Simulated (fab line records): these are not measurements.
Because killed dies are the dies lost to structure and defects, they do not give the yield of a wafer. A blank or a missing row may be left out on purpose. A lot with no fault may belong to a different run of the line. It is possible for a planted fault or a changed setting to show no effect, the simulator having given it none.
Split-lot study ; flow n5_finfet ; on a route of 1938 steps: 7 lots, 21 wafers read

## THE SPLIT ITSELF
At N5_BEOL_M13_COAT_04 (resist thk 400 nm), the setting spin_rpm was moved away from the recipe's 1625 rpm on 7 of the 21 wafers read, by -8.9% to +10.0%. This setting was run at the recipe's value on the other wafers.

## FROM THE SPLIT TO THE READING: what the file shows between them, 4 steps
- N5_BEOL_M13_EBR_06
- N5_BEOL_M13_SOFTBAKE_05: time 60 s
- N5_BEOL_M13_DESCUM_15: chemistry O2, time 7.9 s
- N5_BEOL_M13_ETCH_59: etches BARC in N2/H2, target depth 89 nm, overetch 26.7 nm, time 67.9 s

## THE READING
coat_of_BEOL_M13_COAT_04.thk_nm (the simulator's own value, which no gauge read), in nm, at N5_BEOL_M13_VIA_ETCH_16 (etches SiOC in C4F8/O2/Ar, target depth 921.7 nm). No usual value for it is given in the file. Across the 14 wafers here that went through the recipe, the average is 72.8 nm and the standard deviation 3 nm.

wafer;tool, chamber at the split;spin_rpm as run, rpm;against the recipe;coat_of_BEOL_M13_COAT_04.thk_nm, nm;against lot-mates on the recipe
L074.1;litho_track-01, 0;1625;recipe;74.6;-
L074.2;litho_track-01, 0;1625;recipe;78;-
L074.5;litho_track-01, 0;1625;recipe;70;-
L076.3;litho_track-04, 0;1625;recipe;71;-
L076.6;litho_track-04, 0;1625;recipe;71;-
L076.4;litho_track-04, 0;1625;recipe;68;-
L077.4;litho_track-01, 0;1541;-5.2%;75.8;+8.4
L077.5;litho_track-01, 0;1541;-5.2%;79.2;+11.8
L077.6;litho_track-01, 0;1625;recipe;67.4;-
L078.2;litho_track-05, 0;1686;+3.8%;72.2;-2.4
L078.3;litho_track-05, 0;1625;recipe;75;-
L078.6;litho_track-05, 0;1625;recipe;74.2;-
L086.1;litho_track-01, 0;1625;recipe;74.2;-
L086.2;litho_track-01, 0;1481;-8.9%;93.4;+20.1
L086.3;litho_track-01, 0;1625;recipe;72.4;-
L087.2;litho_track-04, 0;1787;+10.0%;55.4;no lot-mate on the recipe
L087.5;litho_track-04, 0;1787;+10.0%;48.2;no lot-mate on the recipe
L087.6;litho_track-04, 0;1787;+10.0%;48.4;no lot-mate on the recipe
L091.2;litho_track-04, 0;1625;recipe;77.4;-
L091.3;litho_track-04, 0;1625;recipe;74.2;-
L091.4;litho_track-04, 0;1625;recipe;72;-

THE FIT
A straight line over all 21 wafers: coat_of_BEOL_M13_COAT_04.thk_nm changes by -2 nm for each +1% of spin_rpm; r = -0.92; the points scatter about the line by 4 nm.
The same after taking each lot's own level away (the mean of its wafers on the recipe; 18 wafers): -1.95 nm for each +1%; r = -0.92; scatter 2.4 nm.
That fit puts the effect of the largest move of spin_rpm on the reading at 19 nm.
From 67.40 to 74.60 nm: that is the span of the lots' own levels, equal to 2.4 times the standard deviation above.
So the lot-to-lot level changes the slope little: the two slopes agree.
Check: +14.9 nm against its lot-mates is what the line predicts for one of the wafers moved furthest among these (-8.9%) when that wafer is left out of the fit. Against them it came out at +20.1 nm.

## THE WHOLE CHAIN: every reading that the file lists as answering this split, in the file's order
step;what it does;reading;change (the file's fit);r (the file's)
N5_BEOL_M13_COAT_04;resist thk 400 nm;coat_of_BEOL_M13_COAT_04.thk_nm (the simulator's own value, which no gauge read);-2.17 nm for each +1% of the setting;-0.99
N5_BEOL_M13_VIA_ETCH_16;etches SiOC in C4F8/O2/Ar, target depth 921.7 nm;coat_of_BEOL_M13_COAT_04.thk_nm (the simulator's own value, which no gauge read);-2.01 nm for each +1% of the setting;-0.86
N5_BEOL_M13_STRIP_63;strips in N2/H2;strip_time_to_endpoint_s;withheld for each +1% of the setting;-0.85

## FILE'S OWN FIT
coat_of_BEOL_M13_COAT_04.thk_nm changes by -2.01 nm for each +1% of spin_rpm, r = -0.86.
